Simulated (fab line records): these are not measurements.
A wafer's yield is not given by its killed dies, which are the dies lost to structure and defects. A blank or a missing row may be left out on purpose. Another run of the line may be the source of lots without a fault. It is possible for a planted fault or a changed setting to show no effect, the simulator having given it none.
Code-filled problem report in 8D (eight disciplines) form -- flow n5Finfet -- the parts of the form that need people (team, actions taken, sign-off) are left out

1. PROBLEM STATEMENT
spinSpeedRpm at N5_DUMMY_GATE_COAT_09 reads a mean of 1337.5 rpm on 9 wafers of 3 lots; wafers without a fault read 1500.2 rpm with a standard deviation of 1.1. So: -99 or more standard deviations from the usual mean.
The step: resist thk 30 nm.
Seen first at day 4 16:29 on lithoTrack-03, wafer L571.2. The record holds 15 wafers of 5 lots with a number at this step. The rule behind "out" and "out of limits": a value lying over 4 standard deviations away from the usual mean. All remaining wafers that have a number are taken as sound.

2. WHAT IT IS; WHAT IT IS NOT
question,is,is not
which readings at this step,spinSpeedRpm,-
which lots,"L571, L573, L574","L565, L579"
which wafers of those lots,all that have a number,-
read on which tools,lithoTrack-03,lithoTrack-04
when,from day 4 16:29,up to then (3 sound wafers); but 3 sound wafers of L579 came after

3. SUSPECTS, AND WHAT RULES EACH OUT
Counting: a tool at any process step up to the reading remains a suspect when it ran all the lots that are out and ran no sound lot after the first of those.
- lithoTrack-03 at N5_DUMMY_GATE_COAT_09 (resist thk 30 nm): kept. It processed each lot that is out, first L571 at day 4 16:29, and no sound lot thereafter; up to then, the last sound lot it processed was L565 at day 3 08:07. Out on those wafers are its own readings of spinSpeedRpm.
The count leaves lithoTrack-03 at N5_DUMMY_GATE_COAT_09.

4. THE CAUSE (what the simulator had put in)
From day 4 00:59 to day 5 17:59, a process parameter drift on lithoTrack-03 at N5_DUMMY_GATE_COAT_09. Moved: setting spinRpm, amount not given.
After counting, this tool was the only one left.

5. SEQUENCE OF EFFECTS, ordered by route
Each row: a reading where the mean over the struck wafers with a number is more than 3 standard deviations away from the usual. Scope: only readings with a usual standard deviation given in the record; hours: median across lots of the time from each lot's start at the first step in this table that gives one to its start at this step; sigmas: change in usual standard deviations.
hours,step,reading,usual,on struck wafers,change,sigmas
0,N5_DUMMY_GATE_COAT_09,spinSpeedRpm,1500.2 rpm,1337.5,-162.7,-99 or more
The process steps in it:
- N5_DUMMY_GATE_COAT_09: resist thk 30 nm.
Later steps that measure or inspect, where all struck wafers having a row at the step show a number for every such reading and not one has moved that far: N5_BEOL_M4_RC_MEAS_101.

6. HOW IT WOULD HAVE BEEN CAUGHT EARLIER
The fault began at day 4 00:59; the first out-of-limits reading in this record came at day 4 16:29, 16 hours later.
